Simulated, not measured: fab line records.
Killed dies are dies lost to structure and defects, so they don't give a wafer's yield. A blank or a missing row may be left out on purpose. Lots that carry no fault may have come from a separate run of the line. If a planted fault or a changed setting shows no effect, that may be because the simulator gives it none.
A single fault, viewed from 3 desks | flow n5-finfet | only its own numbers are on each desk; what lay behind them is given at the end

== DESK OF THE TOOL OWNER: litho-track-02 ==
The tool's own readings at N5_BEOL_M2_COAT_61 (time 60 s, resist thk 60 nm): means of the sampled wafers that have a number, for each lot that ran on this tool. If a lot's mean is further than 4 standard deviations from the usual mean, the lot is out of limits and carries the mark OUT (the distance appears in the brackets).
Columns: A = chill-plate-temp-C at N5_BEOL_M2_COAT_61, usual 22.99 C; B = exhaust-pa at N5_BEOL_M2_COAT_61, usual 45.1 Pa; C = heater-power-total-W at N5_BEOL_M2_COAT_61, usual 500.6 W; D = plate-temp-C at N5_BEOL_M2_COAT_61, usual 249.98 C
lot  | first seen here | A     | B    | C               | D
L163 | day 7 17:25     | 23.11 | 45.3 | 500.9           | 249.85
L165 | day 7 22:42     | 23.12 | 46.8 | 500.7           | 250.17
L169 | day 8 04:34     | 23.01 | 46.0 | 456.1 (-25) OUT | 231.08 (-99 or more) OUT
L170 | day 8 07:21     | 22.97 | 45.2 | 454.6 (-26) OUT | 231.04 (-99 or more) OUT
Finding of this desk: L169, L170 out of limits; the first was L169 at day 8 04:34, on heater-power-total-W at N5_BEOL_M2_COAT_61. L163, L165 stayed within limits.

== AT THE METROLOGY DESK ==
What the gauges read, lot by lot, whatever tool the lot ran on: means of the sampled wafers that have a number. If a lot's mean is further than 4 standard deviations from the usual mean, the lot is out of limits and carries the mark OUT (the distance appears in the brackets). Shown here are 7 of its 11 readings, the ones lying furthest out on some lot.
Columns: A = DIBL_N at N5_BEOL_M4_RC_MEAS_101, usual 36.6 mV/V; B = DIBL_P at N5_BEOL_M4_RC_MEAS_101, usual 36.5 mV/V; C = IOFF_N at N5_BEOL_M4_RC_MEAS_101, usual 0.17 nA/um; D = IOFF_P at N5_BEOL_M4_RC_MEAS_101, usual 0.22 nA/um; E = SS_P at N5_BEOL_M4_RC_MEAS_101, usual 73.4 mV/dec; F = VT_N at N5_BEOL_M4_RC_MEAS_101, usual 249 mV; G = VT_P at N5_BEOL_M4_RC_MEAS_101, usual -250 mV
lot  | first seen here | A    | B    | C    | D    | E    | F   | G
L163 | day 7 17:49     | 35.4 | 36.5 | 0.15 | 0.19 | 72.6 | 251 | -254
L167 | day 7 22:45     | 37.0 | 35.1 | 0.15 | 0.20 | 73.3 | 252 | -253
L165 | day 7 23:05     | 38.8 | 37.3 | 0.20 | 0.23 | 74.1 | 248 | -251
L166 | day 8 02:34     | 35.5 | 34.4 | 0.17 | 0.25 | 73.0 | 249 | -245
L169 | day 8 04:57     | 40.6 | 41.2 | 0.24 | 0.27 | 74.6 | 246 | -249
L170 | day 8 07:37     | 33.4 | 34.6 | 0.11 | 0.17 | 72.9 | 255 | -253
L183 | day 11 13:53    | 36.2 | 36.3 | 0.17 | 0.20 | 73.7 | 249 | -254
L185 | day 11 22:40    | 34.3 | 32.5 | 0.11 | 0.14 | 72.2 | 256 | -255
L184 | day 12 10:46    | 38.1 | 39.9 | 0.21 | 0.28 | 74.5 | 246 | -249
L186 | day 12 16:35    | 37.1 | 35.0 | 0.16 | 0.19 | 73.5 | 249 | -252
Result from this desk: across the 10 lots, nothing is out of limits.

== THE DEFECT DESK ==
Counts from the inspections along the route, per lot, as means over the sampled wafers that have a number. If a lot's mean is further than 4 standard deviations from the usual mean, the lot is out of limits and carries the mark OUT (the distance appears in the brackets).
Columns: A = raw-defect-count at N5_BEOL_M2_INSPECT_13, usual 444
lot  | first seen here | A
L163 | day 7 17:54     | 390
L167 | day 7 22:50     | 436
L165 | day 7 23:11     | 373
L166 | day 8 02:39     | 436
L169 | day 8 05:02     | 546
L170 | day 8 07:43     | 516
L183 | day 11 13:58    | 586
L185 | day 11 22:45    | 466
L184 | day 12 10:52    | 392
L186 | day 12 16:41    | 343
Result from this desk: across the 10 lots, nothing is out of limits.

== ALL TOGETHER ==
On L169, L170, at day 8 04:34, an alarm was possible from the tool owner's desk.
Nothing out of limits was seen by the metrology desk.
The defect desk saw nothing out of limits.
The metrology desk has L169, L170 on record, within its limits.
The defect desk has L169, L170 on record, within its limits.
Every lot named ran N5_BEOL_M2_COAT_61 on litho-track-02.

== WHAT HAD BEEN PUT IN BY THE SIMULATOR ==
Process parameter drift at N5_BEOL_M2_COAT_61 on litho-track-02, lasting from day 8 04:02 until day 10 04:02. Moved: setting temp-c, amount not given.
Lots struck among those shown: L169, L170.
Time in hours from fault onset to the first out-of-limits reading at each desk: the tool owner's desk, 1.
